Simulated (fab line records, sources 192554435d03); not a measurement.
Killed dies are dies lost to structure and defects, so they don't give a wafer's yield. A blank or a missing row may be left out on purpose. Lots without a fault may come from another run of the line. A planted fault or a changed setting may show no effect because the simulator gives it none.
One fault seen from 2 desks | flow n5_finfet | each desk has only its own numbers; what lay behind them comes last

THE TOOL OWNER'S DESK: rie_diel-04
The tool's own readings at N5_BEOL_M0_SAQP_CUT_ETCH_46 (etches SOC in N2/H2, target depth 135 nm, overetch 27 nm, time 202.5 s): means of the sampled wafers that have a number, for each lot that ran on this tool. A lot is out of limits, marked OUT, if its mean lies more than 4 standard deviations from the usual mean; the brackets give that distance.
Columns: A = drypump_motor_current_A at N5_BEOL_M0_SAQP_CUT_ETCH_46, usual 5.9 A; B = h2_flow_sccm at N5_BEOL_M0_SAQP_CUT_ETCH_46, usual 200.0 sccm; C = rf_vpp_V at N5_BEOL_M0_SAQP_CUT_ETCH_46, usual 524.1 V; D = showerhead_plenum_p_Torr at N5_BEOL_M0_SAQP_CUT_ETCH_46, usual 2.55 Torr; E = throttle_valve_pct at N5_BEOL_M0_SAQP_CUT_ETCH_46, usual 17.79 %
lot  | first seen here | A   | B     | C     | D    | E
L715 | day 7 06:08     | 5.9 | 200.4 | 524.7 | 2.57 | 17.86
L716 | day 7 08:59     | 6.1 | 199.6 | 524.5 | 2.54 | 17.79
L720 | day 8 21:50     | 5.8 | 201.0 | 524.5 | 2.58 | 18.02
L731 | day 11 05:45    | 6.1 | 200.4 | 522.8 | 2.51 | 17.91
This desk's finding: nothing out of limits on any of the 4 lots.

THE METROLOGY DESK
What the gauges read, lot by lot, whatever tool the lot ran on: means of the sampled wafers that have a number. A lot is out of limits, marked OUT, if its mean lies more than 4 standard deviations from the usual mean; the brackets give that distance. Of its 10 readings 7 are shown: those that lie furthest out on some lot.
Columns: A = DIBL_N at N5_BEOL_M4_RC_MEAS_101, usual 35.9 mV/V; B = DIBL_P at N5_BEOL_M4_RC_MEAS_101, usual 35.9 mV/V; C = IOFF_P at N5_BEOL_M4_RC_MEAS_101, usual 0.201 nA/um; D = ION_N at N5_BEOL_M4_RC_MEAS_101, usual 672 uA/um; E = ION_P at N5_BEOL_M4_RC_MEAS_101, usual 460 uA/um; F = VT_N at N5_BEOL_M4_RC_MEAS_101, usual 250.0 mV; G = VT_P at N5_BEOL_M4_RC_MEAS_101, usual -251.6 mV
lot  | first seen here | A    | B    | C     | D   | E   | F     | G
L715 | day 9 10:13     | 36.1 | 37.5 | 0.186 | 675 | 454 | 249.4 | -254.9
L716 | day 10 01:13    | 35.7 | 35.2 | 0.163 | 661 | 444 | 252.8 | -256.4
L720 | day 11 08:41    | 33.9 | 36.3 | 0.211 | 676 | 468 | 249.3 | -248.8
L731 | day 13 17:46    | 35.4 | 34.6 | 0.173 | 665 | 453 | 252.3 | -254.8
L732 | day 13 23:29    | 35.3 | 34.4 | 0.203 | 669 | 464 | 251.8 | -251.0
This desk's finding: nothing out of limits on any of the 5 lots.

PUT TOGETHER
The tool owner's desk saw nothing out of limits.
The metrology desk saw nothing out of limits.

WHAT THE SIMULATOR HAD PUT IN
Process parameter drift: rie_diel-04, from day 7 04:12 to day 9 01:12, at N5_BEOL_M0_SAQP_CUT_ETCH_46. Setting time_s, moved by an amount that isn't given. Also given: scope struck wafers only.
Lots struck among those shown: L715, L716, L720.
